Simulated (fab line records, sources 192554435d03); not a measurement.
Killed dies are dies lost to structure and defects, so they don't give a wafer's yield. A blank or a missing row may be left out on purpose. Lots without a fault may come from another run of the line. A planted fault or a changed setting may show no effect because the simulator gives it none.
A struck lot beside a sound one | flow n5_finfet | 15 steps out of a route of 1938
Sound: wafers L551.1, L551.3, L551.4. Struck: wafers L556.1, L556.2, L556.6. The cause comes at the end.
At each step with rows: each side's tool, then ch and its chambers, then its first start. Under that, the readings that differ: sound wafers | struck wafers | difference of the means | sigmas: that difference in standard deviations of wafers without a fault.
alike: readings whose means differ by less than 2 such deviations, and words and numbers that are the same on both sides. not compared: withheld readings, readings that some wafer has no value for, bounds like >300 that may hide the same value, and numbers for which the record gives no deviation and whose values overlap.
The two part at a step that has a row with sigmas, a row that says differs or no value, or rows on one side only. Numbers that don't overlap but have no deviation are shown without sigmas and don't part them. A reading that every wafer of one side lacks parts them only if that side has two wafers or more.

first, 3 steps without rows for these wafers: N5_BEOL_M0_SAQP_EXPOSE_11 (exposes mask M0 CORE, target cd 42 nm); N5_BEOL_M0_SAQP_PEB_12 (peb time 60 s); N5_BEOL_M0_SAQP_DEVELOP_13 (develop time 30 s).
N5_BEOL_M0_SAQP_CD_MEAS_14: target cd 42.5 nm.
  sound on cd_sem-02 ch 0, day 5 23:14; struck on cd_sem-01 ch 0, day 6 23:07
  alike: cd_nm
N5_BEOL_M0_SAQP_OVL_MEAS_15:
  sound on overlay-02 ch 0, day 5 23:16; struck on overlay-02 ch 0, day 6 23:09
  alike: M0_CORE_OVL
N5_BEOL_M0_SAQP_INSPECT_16: inspects for defects (brightfield).
  sound on defect_inspect-01, day 5 23:17; struck on defect_inspect-02, day 6 23:10
  alike: raw_defect_count
N5_BEOL_M0_SAQP_DESCUM_19: chemistry O2, time 7.9 s.
  sound on rie_diel-01 ch 0,3, day 5 23:20; struck on rie_diel-01 ch 1,2, day 6 23:19
  reading               | sound          | struck         | difference | sigmas
  oes_product_au (a.u.) | 0.68 0.70 0.69 | 0.76 0.96 0.96 | +0.20      | +2
  alike: drypump_motor_current_A, rf_vpp_V, showerhead_plenum_p_Torr, throttle_valve_pct
  not compared: rf_hours_counter_h
N5_BEOL_M0_SAQP_ETCH_83: etches SiARC in CF4, target depth 39 nm, time 65 s.
  sound on rie_diel-01 ch 0,3, day 5 23:22; struck on rie_diel-01 ch 1,2, day 6 23:22
  alike: cf4_flow_sccm, drypump_motor_current_A, etch_rf_on_time_s, oes_product_au, rf_fwd_power_W, rf_vpp_V, showerhead_plenum_p_Torr, throttle_valve_pct
  not compared: rf_hours_counter_h
N5_BEOL_M0_SAQP_ETCH_84: etches SOC in N2/H2, target depth 100 nm, overetch 20 nm, time 150 s.
  sound on rie_diel-01 ch 0,3, day 5 23:25; struck on rie_diel-01 ch 1,2, day 6 23:25
  reading               | sound          | struck         | difference | sigmas
  oes_product_au (a.u.) | 0.61 0.61 0.61 | 0.68 0.86 0.86 | +0.19      | +2
  alike: drypump_motor_current_A, rf_fwd_power_W, rf_vpp_V, showerhead_plenum_p_Torr, throttle_valve_pct
  not compared: rf_hours_counter_h
then, 1 step without rows for these wafers: N5_BEOL_M0_SAQP_STRIP_80 (strips in N2/H2).
N5_BEOL_M0_SAQP_HM_OPEN_112: chemistry CHF3/O2, target SiO2, stops on a-Si, target depth 12 nm, time 13.5 s.
  sound on rie_diel-01 ch 0,3, day 5 23:31; struck on rie_diel-01 ch 1,2, day 6 23:31
  reading               | sound          | struck         | difference | sigmas
  oes_product_au (a.u.) | 0.44 0.45 0.45 | 0.51 0.63 0.63 | +0.14      | +2
  alike: drypump_motor_current_A, oes_o_777_au, rf_vpp_V, showerhead_plenum_p_Torr, throttle_valve_pct
  not compared: rf_hours_counter_h
then, 1 step without rows for these wafers: N5_BEOL_M0_SAQP_STRIP_113 (strips in CHF3/O2).
N5_BEOL_M0_SAQP_MANDREL_ETCH_20: etches a-Si in HBr/Cl2, stops on SiNx, target depth 60 nm, bt time 10 s, time 30 s.
  sound on rie_si-06 ch 0,1,2, day 5 23:36; struck on rie_si-05 ch 1,2,3, day 6 23:36
  reading                                       | sound             | struck            | difference | sigmas
  rf_fwd_power_W (W)                            | 797.8 787.7 793.8 | 605.6 605.0 601.4 | -189.1     | -63
  model.SOC_of_BEOL_M0_SAQP_COAT_81.thk_nm (nm) | 75.4 77 76.2      | 78.6 79 77.6      | +2.2       |
  alike: drypump_motor_current_A, oes_product_au, throttle_valve_pct
  not compared: rf_hours_counter_h
N5_BEOL_M0_SAQP_STRIP_86: strips in N2/H2.
  sound on rie_diel-04 ch 0,1,3, day 5 23:42; struck on rie_diel-04 ch 0,2,3, day 6 23:42
  alike: drypump_motor_current_A, oes_product_au, rf_vpp_V, showerhead_plenum_p_Torr, throttle_valve_pct
  not compared: rf_hours_counter_h
-- the record jumps here: 3 days lie between the struck wafers' starts before and after (it left off in module BEOL_M0_SAQP and takes up again in module BEOL_M4, whose first step shown is number 1111 of the route) --
N5_BEOL_M4_RC_MEAS_101:
  sound on prober-02 ch 0, day 9 04:22; struck on prober-01 ch 0, day 9 20:46
  alike: DIBL_N, DIBL_P, IOFF_N, IOFF_P, ION_N, ION_P, SS_N, SS_P, VT_N, VT_P

WHERE THEY PART
First at N5_BEOL_M0_SAQP_DESCUM_19; last, within this record, at N5_BEOL_M0_SAQP_MANDREL_ETCH_20. Later steps at which nothing parts them and some readings are alike: N5_BEOL_M0_SAQP_STRIP_86, N5_BEOL_M4_RC_MEAS_101.

WHY: what the simulator had put in
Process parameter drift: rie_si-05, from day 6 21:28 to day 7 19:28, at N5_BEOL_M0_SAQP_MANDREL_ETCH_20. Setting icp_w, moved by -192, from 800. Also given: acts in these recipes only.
